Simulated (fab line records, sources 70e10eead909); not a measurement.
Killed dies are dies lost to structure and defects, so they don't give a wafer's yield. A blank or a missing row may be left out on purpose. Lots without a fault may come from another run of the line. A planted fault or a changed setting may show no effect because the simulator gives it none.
Chamber matching | flow nand_harc | NHARC_A_STAIRCASE_DEP_322 on pecvd-02: 3 sister chambers
The step deposits SiO2, target thk 7200 nm. 3 wafers are shown with their chamber, then 8 later ones without.

WAFERS WITH THEIR CHAMBER
wafer  | chamber | heater_power_w (W)
L084.1 | 2       | 616
L087.4 | 1       | 625
L094.1 | 0       | 658

WAFERS WITHOUT THEIR CHAMBER
wafer  | heater_power_w (W)
L094.5 | 529
L094.6 | 507
L094.2 | 636
L094.3 | 495
L094.4 | 549
L097.3 | 748
L097.4 | 682
L097.5 | 558

WHICH CHAMBER EACH WENT THROUGH
wafer  | from the rows above          | in truth
L094.5 | can't be placed: 2 or 1 or 0 | 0
L094.6 | can't be placed: 2 or 1 or 0 | 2
L094.2 | can't be placed: 1 or 2 or 0 | 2
L094.3 | can't be placed: 2 or 1 or 0 | 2
L094.4 | can't be placed: 2 or 1 or 0 | 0
L097.3 | can't be placed: 0 or 1 or 2 | 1
L097.4 | can't be placed: 0 or 1 or 2 | 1
L097.5 | can't be placed: 2 or 1 or 0 | 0
Placed correctly: 0 of 8. Can't be placed from these rows: 8 (the true chamber is among the candidates in 8). Placed wrongly: 0.
How it was worked out, from the rows above alone: a wafer's distance from a chamber is the root of the sum, over the readings, of the square of ((its reading less the chamber's mean) divided by the reading's scatter). The wafer belongs to the nearest chamber; if the next one is less than 2 further off, it can't be placed. A chamber's mean is the mean of its shown wafers. The scatter: with one shown wafer a chamber, the root of the mean of the squares of how far each hidden wafer lies from its nearest shown one.
